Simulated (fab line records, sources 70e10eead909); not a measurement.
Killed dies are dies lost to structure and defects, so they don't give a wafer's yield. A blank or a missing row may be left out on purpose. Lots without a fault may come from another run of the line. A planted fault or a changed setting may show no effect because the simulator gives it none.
Chamber matching | flow nand_harc | NHARC_A_ZERO_WELL_ETCH_19 on rie_diel-12: 4 sister chambers
The step etches the open film in N2/H2, target depth 80 nm, overetch 24 nm, time 87.88 s. 8 wafers are shown with their chamber, then 8 later ones without.

WAFERS WITH THEIR CHAMBER
wafer  | chamber | showerhead_plenum_p_Torr (Torr) | rf_vpp_V (V)
L080.2 | 1       | 2.03                            | 430.7
L080.3 | 0       | 1.97                            | 427.6
L087.1 | 0       | 1.97                            | 430.1
L087.3 | 1       | 2.02                            | 428.2
L090.3 | 3       | 2.13                            | 434.1
L090.4 | 2       | 1.91                            | 427.2
L090.5 | 3       | 2.13                            | 431.9
L091.1 | 2       | 1.91                            | 427.1

WAFERS WITHOUT THEIR CHAMBER
wafer  | showerhead_plenum_p_Torr (Torr) | rf_vpp_V (V)
L091.2 | 2.12                            | 430.6
L091.6 | 2.12                            | 433.3
L095.1 | 2.12                            | 433.5
L095.3 | 1.96                            | 427.7
L095.5 | 2.12                            | 432.7
L096.1 | 2.12                            | 431.4
L096.2 | 1.91                            | 427.0
L096.4 | 2.12                            | 432.1

WHICH CHAMBER EACH WENT THROUGH
wafer  | from the rows above | in truth
L091.2 | 3                   | 3
L091.6 | 3                   | 3
L095.1 | 3                   | 3
L095.3 | 0                   | 0
L095.5 | 3                   | 3
L096.1 | 3                   | 3
L096.2 | 2                   | 2
L096.4 | 3                   | 3
Placed correctly: 8 of 8. Can't be placed from these rows: 0. Placed wrongly: 0.
How it was worked out, from the rows above alone: a wafer's distance from a chamber is the root of the sum, over the readings, of the square of ((its reading less the chamber's mean) divided by the reading's scatter). The wafer belongs to the nearest chamber; if the next one is less than 2 further off, it can't be placed. A chamber's mean is the mean of its shown wafers. The scatter: the root of (the sum of the squares of (reading less its chamber's mean) over the shown wafers, divided by (wafers less chambers)).
